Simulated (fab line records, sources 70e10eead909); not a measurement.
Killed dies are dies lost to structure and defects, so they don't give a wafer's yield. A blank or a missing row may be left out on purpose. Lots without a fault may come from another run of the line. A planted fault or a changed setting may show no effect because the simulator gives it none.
A struck lot beside a sound one | flow nand_harc | 15 steps out of a route of 1302
Sound: wafers L792.2, L792.4, L792.6. Struck: wafers L801.4, L801.5. The cause comes at the end.
At each step with rows: each side's tool, then ch and its chambers, then its first start. Under that, the readings that differ: sound wafers | struck wafers | difference of the means | sigmas: that difference in standard deviations of wafers without a fault.
alike: readings whose means differ by less than 2 such deviations, and words and numbers that are the same on both sides. not compared: withheld readings, readings that some wafer has no value for, bounds like >300 that may hide the same value, and numbers for which the record gives no deviation and whose values overlap.
The two part at a step that has a row with sigmas, a row that says differs or no value, or rows on one side only. Numbers that don't overlap but have no deviation are shown without sigmas and don't part them. A reading that every wafer of one side lacks parts them only if that side has two wafers or more.

first, 7 steps without rows for these wafers: NHARC_A_CONTACT_COAT_87 (time 65 s); NHARC_A_CONTACT_COAT_02 (resist thk 90 nm); NHARC_A_CONTACT_SOFTBAKE_03 (time 55 s); NHARC_A_CONTACT_EBR_04; NHARC_A_CONTACT_EXPOSE_05 (exposes mask A CC); NHARC_A_CONTACT_PEB_06 (peb time 65 s); NHARC_A_CONTACT_DEVELOP_07 (develop time 35 s).
NHARC_A_CONTACT_CD_MEAS_08: target cd 200 nm.
  sound on cd_sem-02 ch 0, day 24 20:52; struck on cd_sem-02 ch 0, day 28 11:05
  alike: cd_nm
NHARC_A_CONTACT_OVL_MEAS_09:
  sound on overlay-01, day 24 20:56; struck on overlay-02, day 28 11:10
  alike: overlay_x_nm, overlay_y_nm
NHARC_A_CONTACT_INSPECT_10:
  sound on defect_inspect-01, day 24 20:59; struck on defect_inspect-01, day 28 11:12
  alike: raw_defect_count
NHARC_A_CONTACT_DESCUM_13: chemistry O2, time 3 s.
  sound on rie_diel-04 ch 0,3, day 24 21:03; struck on rie_diel-04 ch 1, day 28 11:16
  reading                     | sound             | struck      | difference | sigmas
  drypump_motor_current_A (A) | 6.1 4.8 4.8       | 6.1 6.1     | +0.9       | +2
  oes_product_au (a.u.)       | 1.002 0.993 0.993 | 0.963 0.973 | -0.028     | -2
  alike: chamber_pressure_mTorr, rf_vpp_V, showerhead_plenum_p_Torr, throttle_valve_pct
  not compared: rf_hours_counter_h
NHARC_A_CONTACT_ETCH_88: etches the open film in CF4, target depth 39 nm, time 65 s.
  sound on rie_diel-04 ch 0,2,3, day 24 21:08; struck on rie_diel-04 ch 2,3, day 28 11:21
  alike: chamber_pressure_mTorr, drypump_motor_current_A, oes_product_au, rf_vpp_V, showerhead_plenum_p_Torr, throttle_valve_pct
  not compared: rf_hours_counter_h
NHARC_A_CONTACT_ETCH_89: etches the open film in N2/H2, target depth 260 nm, time 475.3 s.
  sound on rie_diel-04 ch 0,2,3, day 24 21:15; struck on rie_diel-04 ch 1,2, day 28 12:01
  reading               | sound             | struck      | difference | sigmas
  oes_product_au (a.u.) | 1.007 1.005 0.996 | 0.837 0.806 | -0.181     | -13
  alike: chamber_pressure_mTorr, drypump_motor_current_A, rf_vpp_V, showerhead_plenum_p_Torr, throttle_valve_pct
  not compared: rf_hours_counter_h
NHARC_A_CONTACT_ETCH_30: etches the open film in CF4/CHF3, target depth 72.6 nm, time 36.3 s.
  sound on rie_diel-04 ch 0,1,3; struck on rie_diel-04 ch 2
  alike: chamber_pressure_mTorr, drypump_motor_current_A, oes_product_au, rf_vpp_V, showerhead_plenum_p_Torr, throttle_valve_pct
  not compared: rf_hours_counter_h
then, 1 step without rows for these wafers: NHARC_END_SORT_01.

WHERE THEY PART
First at NHARC_A_CONTACT_DESCUM_13; last, within this record, at NHARC_A_CONTACT_ETCH_89. Later steps at which nothing parts them and some readings are alike: NHARC_A_CONTACT_ETCH_30.

WHY: what the simulator had put in
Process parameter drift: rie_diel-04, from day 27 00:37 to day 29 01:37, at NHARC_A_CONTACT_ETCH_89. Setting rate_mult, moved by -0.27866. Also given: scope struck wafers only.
